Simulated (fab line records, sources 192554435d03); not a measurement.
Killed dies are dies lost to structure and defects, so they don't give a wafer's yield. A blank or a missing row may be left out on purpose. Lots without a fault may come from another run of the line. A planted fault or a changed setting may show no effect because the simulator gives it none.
Which tool did it? | flow n5_finfet | 14 lots, 40 wafers sampled, at 6 steps of a route of 1938

WHAT THE GAUGES READ, wafer by wafer
N5_ILD0_THK_MEAS_04. Usual: thk_nm 197.2 nm, standard deviation 1.4.
lot  | measured    | on            | thk_nm (nm)       | flag
L755 | day 3 12:21 | film_metro-02 | 196.4 198.7 198.1 |
L756 | day 3 22:01 | film_metro-02 | 196.3 195.4 196.6 |
L757 | day 4 10:14 | film_metro-02 | 196.0 197.5 195.8 |
L759 | day 4 15:32 | film_metro-02 | 197.0 195.7 199.2 |
L760 | day 4 21:21 | film_metro-01 | 198.3 197.9 193.3 |
L763 | day 5 14:25 | film_metro-02 | 197.5 196.2 196.8 |
L765 | day 5 23:42 | film_metro-01 | 194.6 197.4 196.7 |
L766 | day 6 08:43 | film_metro-01 | 197.0 196.6       |
L767 | day 6 20:20 | film_metro-02 | 195.9 195.8 196.1 |
L768 | day 6 21:23 | film_metro-01 | 197.4 197.7 197.7 |
L773 | day 8 05:42 | film_metro-02 | 198.7 198.5 200.2 |
L776 | day 8 23:53 | film_metro-02 | 199.1 197.4 199.5 |
L777 | day 9 09:09 | film_metro-01 | 199.7 199.7       |
L778 | day 9 13:25 | film_metro-02 | 197.9 196.1 196.1 |

N5_SDB_INSPECT_13: inspects for defects (brightfield). Usual: raw_defect_count 86, standard deviation 38.
lot  | measured    | on                | raw_defect_count | flag
L755 | day 3 16:27 | defect_inspect-02 | 75 56 112        |
L756 | day 4 01:59 | defect_inspect-02 | 80 147 134       |
L757 | day 4 14:31 | defect_inspect-02 | 74 67 109        |
L759 | day 4 20:08 | defect_inspect-02 | 160 124 121      |
L760 | day 5 02:44 | defect_inspect-02 | 64 57 62         |
L763 | day 5 18:44 | defect_inspect-02 | 120 130 55       |
L765 | day 6 03:55 | defect_inspect-01 | 143 147 132      |
L766 | day 6 12:50 | defect_inspect-01 | 33 60            |
L767 | day 7 00:32 | defect_inspect-01 | 69 115 220       |
L768 | day 7 01:29 | defect_inspect-01 | 83 64 19         |
L773 | day 8 09:52 | defect_inspect-02 | 84 167 126       |
L776 | day 9 03:52 | defect_inspect-01 | 32 42 26         |
L777 | day 9 13:16 | defect_inspect-01 | 77 85            |
L778 | day 9 17:31 | defect_inspect-02 | 77 47 74         |

N5_BEOL_M4_RC_MEAS_101. Usual: DIBL_N 35.7 mV/V, standard deviation 1.5; DIBL_P 35.7 mV/V, standard deviation 2; IOFF_N 0.155 nA/um, standard deviation 0.026; IOFF_P 0.20 nA/um, standard deviation 0.031; ION_N 675 uA/um, standard deviation 11; ION_P 462 uA/um, standard deviation 7.1; SS_N 71.3 mV/dec, standard deviation 0.57; SS_P 73.1 mV/dec, standard deviation 0.56; VT_N 250 mV, standard deviation 3; VT_P -251 mV, standard deviation 3.
lot  | measured     | on        | DIBL_N (mV/V)  | DIBL_P (mV/V)  | IOFF_N (nA/um)    | IOFF_P (nA/um) | ION_N (uA/um) | ION_P (uA/um) | SS_N (mV/dec)  | SS_P (mV/dec)  | VT_N (mV)   | VT_P (mV)      | flag
L755 | day 8 07:52  | prober-02 | 36.7 37.2 35.3 | 36.3 36.8 34.4 | 0.153 0.171 0.142 | 0.21 0.23 0.18 | 667 673 666   | 459 459 461   | 71.6 71.7 71.2 | 72.7 73.6 72.6 | 251 250 252 | -252 -249 -251 |
L756 | day 8 17:17  | prober-01 | 37.9 37.5 35.9 | 38.4 37.2 36.3 | 0.208 0.182 0.166 | 0.24 0.23 0.22 | 696 671 688   | 472 461 474   | 72.1 71.8 70.9 | 73.4 73.3 73.4 | 245 247 247 | -247 -248 -249 |
L757 | day 9 02:08  | prober-02 | 34.0 36.0 33.7 | 33.8 37.2 33.5 | 0.141 0.186 0.142 | 0.19 0.26 0.19 | 683 685 678   | 462 468 465   | 71.2 71.9 70.4 | 72.1 73.3 72.3 | 250 245 249 | -250 -246 -250 |
L759 | day 9 07:03  | prober-02 | 36.1 37.1 35.4 | 34.7 34.5 32.9 | 0.165 0.181 0.140 | 0.21 0.20 0.18 | 674 694 678   | 460 468 464   | 72.0 72.9 71.3 | 72.9 73.0 72.6 | 248 248 251 | -251 -252 -252 |
L760 | day 9 06:25  | prober-01 | 32.8 30.9 34.8 | 32.8 30.8 34.6 | 0.124 0.101 0.152 | 0.17 0.14 0.19 | 669 638 676   | 460 444 460   | 71.5 69.9 71.7 | 72.4 71.8 72.7 | 251 256 247 | -251 -255 -252 |
L763 | day 10 09:34 | prober-01 | 36.5 35.9 37.2 | 35.5 34.9 35.3 | 0.148 0.127 0.156 | 0.22 0.20 0.22 | 666 666 662   | 462 464 453   | 71.8 71.2 71.4 | 73.4 73.2 73.3 | 252 252 254 | -249 -250 -246 |
L765 | day 10 16:27 | prober-01 | 34.5 37.3 37.2 | 35.2 38.2 37.7 | 0.134 0.171 0.164 | 0.16 0.20 0.20 | 678 684 682   | 463 462 461   | 71.0 72.0 71.2 | 72.7 74.3 74.1 | 251 247 250 | -255 -254 -252 |
L766 | day 10 18:20 | prober-02 | 34.3 36.0      | 32.8 35.0      | 0.128 0.170       | 0.16 0.20      | 664 689       | 452 464       | 70.4 71.7      | 73.3 73.6      | 251 246     | -253 -251      |
L767 | day 11 12:53 | prober-01 | 35.4 34.8 34.9 | 35.9 35.0 34.9 | 0.176 0.153 0.155 | 0.23 0.21 0.21 | 693 682 678   | 478 471 470   | 71.7 70.9 70.7 | 73.7 73.1 73.3 | 246 249 248 | -247 -248 -250 |
L768 | day 11 15:58 | prober-02 | 40.4 35.7 37.5 | 41.2 35.2 37.8 | 0.250 0.151 0.180 | 0.28 0.19 0.21 | 700 672 685   | 466 460 466   | 72.0 70.9 71.6 | 74.0 72.9 73.3 | 243 250 250 | -248 -254 -252 |
L773 | day 13 05:15 | prober-02 | 33.4 34.1 34.6 | 34.3 34.8 35.3 | 0.121 0.133 0.136 | 0.14 0.15 0.15 | 668 677 677   | 450 455 456   | 71.4 71.6 71.7 | 72.9 72.9 72.8 | 253 250 250 | -256 -257 -258 |
L776 | day 14 00:05 | prober-02 | 31.0 36.2 37.6 | 29.9 35.2 38.5 | 0.093 0.162 0.201 | 0.14 0.20 0.26 | 657 678 679   | 459 460 464   | 69.6 71.8 71.5 | 71.6 73.4 73.3 | 255 248 249 | -254 -250 -248 |
L777 | day 14 00:10 | prober-01 | 36.4 37.0      | 38.0 39.4      | 0.163 0.172       | 0.20 0.22      | 666 676       | 459 464       | 71.1 71.1      | 73.1 73.1      | 246 249     | -252 -251      |
L778 | day 14 08:04 | prober-02 | 36.7 37.4 35.5 | 38.3 38.4 37.9 | 0.173 0.189 0.159 | 0.21 0.22 0.21 | 680 674 683   | 466 461 462   | 72.6 71.5 72.3 | 73.2 73.3 72.8 | 247 246 249 | -251 -251 -250 |

WHICH TOOL RAN EACH LOT (tool, then ch and the chambers of the sampled wafers, then the start)
lot  | N5_ILD0_LINER_00                 | N5_SDB_HM_OPEN_20                 | N5_SDB_STRIP_22
L755 | ald_sin-02 ch 1,2,3, day 3 09:41 | rie_diel-01 ch 1,3, day 3 16:43   | plasma_asher-02 ch 0,1, day 3 16:49
L756 | ald_sin-01 ch 0,1,2, day 3 19:21 | rie_diel-06 ch 0,2,3, day 4 02:15 | plasma_asher-02 ch 0,1, day 4 02:20
L757 | ald_sin-01 ch 0,1,2, day 4 07:33 | rie_diel-03 ch 0,2,3, day 4 14:47 | plasma_asher-02 ch 0,1, day 4 14:52
L759 | ald_sin-02 ch 1,3, day 4 12:52   | rie_diel-01 ch 0,3, day 4 20:24   | plasma_asher-01 ch 0,1, day 4 20:29
L760 | ald_sin-01 ch 0,1,2, day 4 18:41 | rie_diel-03 ch 0,2,3, day 5 03:06 | plasma_asher-02 ch 0,1, day 5 03:11
L763 | ald_sin-03 ch 1,2, day 5 11:45   | rie_diel-03 ch 0,2,3, day 5 19:00 | plasma_asher-01 ch 0, day 5 19:05
L765 | ald_sin-01 ch 0,1,3, day 5 21:02 | rie_diel-03 ch 0,2, day 6 04:31   | plasma_asher-02 ch 0,1, day 6 04:36
L766 | ald_sin-02 ch 2,3, day 6 06:14   | rie_diel-03 ch 0,1, day 6 13:07   | plasma_asher-01 ch 0,1, day 6 13:15
L767 | ald_sin-01 ch 0,1,2, day 6 17:34 | rie_diel-01 ch 0,1,2, day 7 00:47 | plasma_asher-02 ch 0,1, day 7 00:52
L768 | ald_sin-03 ch 2,3, day 6 18:08   | rie_diel-03 ch 0,1,2, day 7 01:45 | plasma_asher-01 ch 0,1, day 7 01:50
L773 | ald_sin-01 ch 0,2, day 8 03:02   | rie_diel-06 ch 1,2,3, day 8 10:27 | plasma_asher-02 ch 0,1, day 8 10:34
L776 | ald_sin-01 ch 0,2,3, day 8 20:50 | rie_diel-06 ch 0,1,3, day 9 04:08 | plasma_asher-02 ch 0,1, day 9 04:13
L777 | ald_sin-03 ch 2,3, day 9 06:20   | rie_diel-01 ch 0,1, day 9 13:33   | plasma_asher-02 ch 0,1, day 9 13:41
L778 | ald_sin-02 ch 0,1,2, day 9 10:45 | rie_diel-03 ch 0,1,3, day 9 17:46 | plasma_asher-02 ch 0,1, day 9 17:51
- N5_ILD0_LINER_00: material SiNx, target thk 4 nm, pulse time 1 s, purge time 2 s.
- N5_SDB_HM_OPEN_20: chemistry CH3F/O2, target SiNx, stops on poly-Si, target depth 24 nm.
- N5_SDB_STRIP_22: strips in N2/H2.

WHAT THE TOOLS THEMSELVES READ (means of the sampled wafers that have a number; where no wafer has one, the mark that the record gives instead)
N5_ILD0_LINER_00. Usual: heater_power_w 849 W, standard deviation 99; precursor_pulse_height_rel 1.000, standard deviation 0.019.
lot  | tool       | heater_power_w (W) | precursor_pulse_height_rel | flag
L755 | ald_sin-02 | 760                | 0.998                      |
L756 | ald_sin-01 | 928                | 0.999                      |
L757 | ald_sin-01 | 926                | 0.998                      |
L759 | ald_sin-02 | 781                | 0.989                      |
L760 | ald_sin-01 | 929                | 0.995                      |
L763 | ald_sin-03 | 782                | 1.011                      |
L765 | ald_sin-01 | 861                | 1.010                      |
L766 | ald_sin-02 | 728                | 0.996                      |
L767 | ald_sin-01 | 937                | 0.996                      |
L768 | ald_sin-03 | 735                | 0.999                      |
L773 | ald_sin-01 | 983                | 0.992                      |
L776 | ald_sin-01 | 924                | 0.983                      |
L777 | ald_sin-03 | 775                | 0.986                      |
L778 | ald_sin-02 | 805                | 1.001                      |

N5_SDB_HM_OPEN_20. Usual: CH3F_flow_sccm 29.99 sccm, standard deviation 0.1; drypump_motor_current_A 5.8 A, standard deviation 0.52; oes_ar_750_au 0.79 a.u., standard deviation 0.082; oes_o_777_au 0.79 a.u., standard deviation 0.084; oes_product_au 0.64 a.u., standard deviation 0.069; rf_vpp_V 297 V, standard deviation 6.4; showerhead_plenum_p_Torr 2.04 Torr, standard deviation 0.065; throttle_valve_pct 16.31 %, standard deviation 0.18.
lot  | tool        | CH3F_flow_sccm (sccm) | drypump_motor_current_A (A) | oes_ar_750_au (a.u.) | oes_o_777_au (a.u.) | oes_product_au (a.u.) | rf_vpp_V (V) | showerhead_plenum_p_Torr (Torr) | throttle_valve_pct (%) | flag
L755 | rie_diel-01 | 30.02                 | 6.1                         | 0.71                 | 0.71                | 0.57                  | 292          | 1.96                            | 16.34                  |
L756 | rie_diel-06 | 30.01                 | 5.8                         | 0.71                 | 0.71                | 0.59                  | 296          | 1.98                            | 16.42                  |
L757 | rie_diel-03 | 30.06                 | 5.4                         | 0.89                 | 0.89                | 0.73                  | 296          | 2.01                            | 16.27                  |
L759 | rie_diel-01 | 29.95                 | 6.5                         | 0.75                 | 0.76                | 0.61                  | 302          | 2.07                            | 16.32                  |
L760 | rie_diel-03 | 30.01                 | 5.4                         | 0.89                 | 0.88                | 0.72                  | 295          | 2.01                            | 16.29                  |
L763 | rie_diel-03 | 30.11                 | 5.4                         | 0.87                 | 0.87                | 0.72                  | 295          | 2.01                            | 16.30                  |
L765 | rie_diel-03 | 30.10                 | 5.1                         | 0.87                 | 0.88                | 0.71                  | 295          | 2.04                            | 16.36                  |
L766 | rie_diel-03 | 30.12                 | 5.3                         | 0.82                 | 0.82                | 0.69                  | 299          | 2.04                            | 16.13                  |
L767 | rie_diel-01 | 29.97                 | 5.8                         | 0.78                 | 0.78                | 0.63                  | 294          | 2.04                            | 16.20                  |
L768 | rie_diel-03 | 29.96                 | 5.2                         | 0.83                 | 0.83                | 0.67                  | 297          | 2.04                            | 16.28                  |
L773 | rie_diel-06 | 30.05                 | 6.1                         | 0.79                 | 0.80                | 0.65                  | 297          | 2.06                            | 16.32                  |
L776 | rie_diel-06 | 29.98                 | 5.9                         | 0.77                 | 0.78                | 0.65                  | 303          | 2.09                            | 16.33                  |
L777 | rie_diel-01 | 30.02                 | 6.1                         | 0.72                 | 0.72                | 0.58                  | 294          | 1.99                            | 16.30                  |
L778 | rie_diel-03 | 30.06                 | 5.6                         | 0.80                 | 0.81                | 0.64                  | 298          | 2.00                            | 16.26                  |

N5_SDB_STRIP_22. Usual: drypump_motor_current_A 5.9 A, standard deviation 0.3; heater_power_w 346 W, standard deviation 34; oes_product_au 0.715 a.u., standard deviation 0.0047; strip_time_to_endpoint_s 96.2 s, standard deviation 0.42; temp_c 249.99 C, standard deviation 0.19.
lot  | tool            | drypump_motor_current_A (A) | heater_power_w (W) | oes_product_au (a.u.) | strip_time_to_endpoint_s (s) | temp_c (C) | flag
L755 | plasma_asher-02 | 6.0                         | 327                | 0.713                 | 96.1                         | 249.70     |
L756 | plasma_asher-02 | 6.1                         | 347                | 0.715                 | 97.0                         | 250.02     |
L757 | plasma_asher-02 | 6.1                         | 344                | 0.715                 | 95.6                         | 250.13     |
L759 | plasma_asher-01 | 5.8                         | 381                | 0.716                 | 96.4                         | 250.03     |
L760 | plasma_asher-02 | 6.0                         | 323                | 0.717                 | 96.2                         | 249.88     |
L763 | plasma_asher-01 | 6.0                         | 395                | 0.713                 | 96.5                         | 250.20     |
L765 | plasma_asher-02 | 6.1                         | 346                | 0.718                 | 96.7                         | 249.75     |
L766 | plasma_asher-01 | 5.7                         | 368                | 0.718                 | 96.3                         | 250.25     |
L767 | plasma_asher-02 | 6.1                         | 346                | 0.713                 | 95.9                         | 249.85     |
L768 | plasma_asher-01 | 5.8                         | 373                | 0.714                 | 95.8                         | 250.06     |
L773 | plasma_asher-02 | 6.0                         | 321                | 0.716                 | 97.4                         | 249.96     |
L776 | plasma_asher-02 | 5.9                         | 326                | 0.715                 | 97.3                         | 249.92     |
L777 | plasma_asher-02 | 6.0                         | 338                | 0.713                 | 96.8                         | 249.84     |
L778 | plasma_asher-02 | 6.1                         | 350                | 0.717                 | 96.1                         | 249.94     |

THE ANSWER, worked out from the rows above alone
Rule: a lot is off if the mean of its wafers that have a number lies more than 3 standard deviations from the usual mean. A lot without any number at a reading at which 4 lots or more have one is off too. The other lots that the step has rows for count as sound. The gauges are gone through in route order, then the tools' own readings, and for those a lot's mean is taken as printed above. The first step at which some lot is off is used, and at that step the reading that is off furthest; a lot without a number counts as furthest.
No lot is off at any reading shown: from this, nothing can be told.

WHAT THE SIMULATOR HAD PUT IN
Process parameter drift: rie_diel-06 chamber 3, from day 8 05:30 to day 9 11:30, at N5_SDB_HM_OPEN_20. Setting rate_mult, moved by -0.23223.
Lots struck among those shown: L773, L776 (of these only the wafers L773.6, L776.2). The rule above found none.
